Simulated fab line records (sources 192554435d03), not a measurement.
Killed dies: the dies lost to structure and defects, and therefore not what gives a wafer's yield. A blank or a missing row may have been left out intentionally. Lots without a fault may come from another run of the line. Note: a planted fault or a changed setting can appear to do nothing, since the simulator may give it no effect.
Matching of chambers :: flow n5 finfet :: pecvd-04 running N5_BEOL_M7_PECVD_70: 3 sister chambers
The step deposits SiO2 from TEOS/O2, target thk 20 nm, time 22.7 s. 14 wafers are shown with their chamber, then 7 later ones without.

WAFERS PAIRED WITH THEIR CHAMBERS
wafer: L076.1
chamber: 0
showerhead plenum p Torr (Torr): 8.67
throttle valve pct (%): 21.6
heater power w (W): 672

wafer: L076.3
chamber: 2
showerhead plenum p Torr (Torr): 8.85
throttle valve pct (%): 22.6
heater power w (W): 676

wafer: L076.5
chamber: 0
showerhead plenum p Torr (Torr): 8.68
throttle valve pct (%): 21.7
heater power w (W): 670

wafer: L078.1
chamber: 0
showerhead plenum p Torr (Torr): 8.67
throttle valve pct (%): 21.6
heater power w (W): 609

wafer: L078.5
chamber: 0
showerhead plenum p Torr (Torr): 8.68
throttle valve pct (%): 21.8
heater power w (W): 606

wafer: L078.6
chamber: 2
showerhead plenum p Torr (Torr): 8.87
throttle valve pct (%): 22.8
heater power w (W): 698

wafer: L084.1
chamber: 1
showerhead plenum p Torr (Torr): 8.70
throttle valve pct (%): 23.1
heater power w (W): 727

wafer: L084.3
chamber: 2
showerhead plenum p Torr (Torr): 8.85
throttle valve pct (%): 23.0
heater power w (W): 668

wafer: L084.5
chamber: 2
showerhead plenum p Torr (Torr): 8.88
throttle valve pct (%): 22.8
heater power w (W): 702

wafer: L087.1
chamber: 2
showerhead plenum p Torr (Torr): 8.88
throttle valve pct (%): 23.3
heater power w (W): 657

wafer: L087.4
chamber: 0
showerhead plenum p Torr (Torr): 8.65
throttle valve pct (%): 21.4
heater power w (W): 613

wafer: L087.5
chamber: 2
showerhead plenum p Torr (Torr): 8.86
throttle valve pct (%): 23.2
heater power w (W): 654

wafer: L089.1
chamber: 1
showerhead plenum p Torr (Torr): 8.73
throttle valve pct (%): 22.6
heater power w (W): 695

wafer: L089.4
chamber: 2
showerhead plenum p Torr (Torr): 8.86
throttle valve pct (%): 22.9
heater power w (W): 642

SIGNATURES, as means of the wafers listed above
reading: showerhead plenum p Torr
chamber 0: 8.6700
chamber 1: 8.7150
chamber 2: 8.8643
scatter within a chamber: 0.0136

reading: throttle valve pct
chamber 0: 21.620
chamber 1: 22.850
chamber 2: 22.943
scatter within a chamber: 0.228

reading: heater power w
chamber 0: 634.00
chamber 1: 711.00
chamber 2: 671.00
scatter within a chamber: 27.2
Rule: for each reading, subtract the chamber's mean from the wafer's reading, divide by that reading's scatter and square the result; add these up over the readings and take the root, which gives the wafer's distance from the chamber. If the next closest chamber is less than 2 further off than the closest, the wafer can't be placed; otherwise it belongs to the closest. How the scatter is found: for the shown wafers, subtract from each reading the mean of its chamber, square and add these, divide the total by (wafers less chambers), then take the root.

WAFERS WITH NO CHAMBER GIVEN
wafer: L089.6
showerhead plenum p Torr (Torr): 8.66
throttle valve pct (%): 21.4
heater power w (W): 644

wafer: L090.2
showerhead plenum p Torr (Torr): 8.71
throttle valve pct (%): 23.1
heater power w (W): 645

wafer: L090.4
showerhead plenum p Torr (Torr): 8.68
throttle valve pct (%): 21.4
heater power w (W): 642

wafer: L090.5
showerhead plenum p Torr (Torr): 8.86
throttle valve pct (%): 22.9
heater power w (W): 577

wafer: L091.2
showerhead plenum p Torr (Torr): 8.86
throttle valve pct (%): 23.1
heater power w (W): 708

wafer: L091.5
showerhead plenum p Torr (Torr): 8.86
throttle valve pct (%): 22.9
heater power w (W): 702

wafer: L091.6
showerhead plenum p Torr (Torr): 8.70
throttle valve pct (%): 22.5
heater power w (W): 620

WHICH CHAMBER EACH WENT THROUGH
wafer: L089.6
from the rows above: 0
in truth: 0

wafer: L090.2
from the rows above: 1
in truth: 1

wafer: L090.4
from the rows above: 0
in truth: 0

wafer: L090.5
from the rows above: 2
in truth: 2

wafer: L091.2
from the rows above: 2
in truth: 2

wafer: L091.5
from the rows above: 2
in truth: 2

wafer: L091.6
from the rows above: can't be placed: 1 or 0
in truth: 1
Placed correctly: 6 of 7. Can't be placed from these rows: 1 (the true chamber is among the candidates in 1). Number placed wrongly: 0.
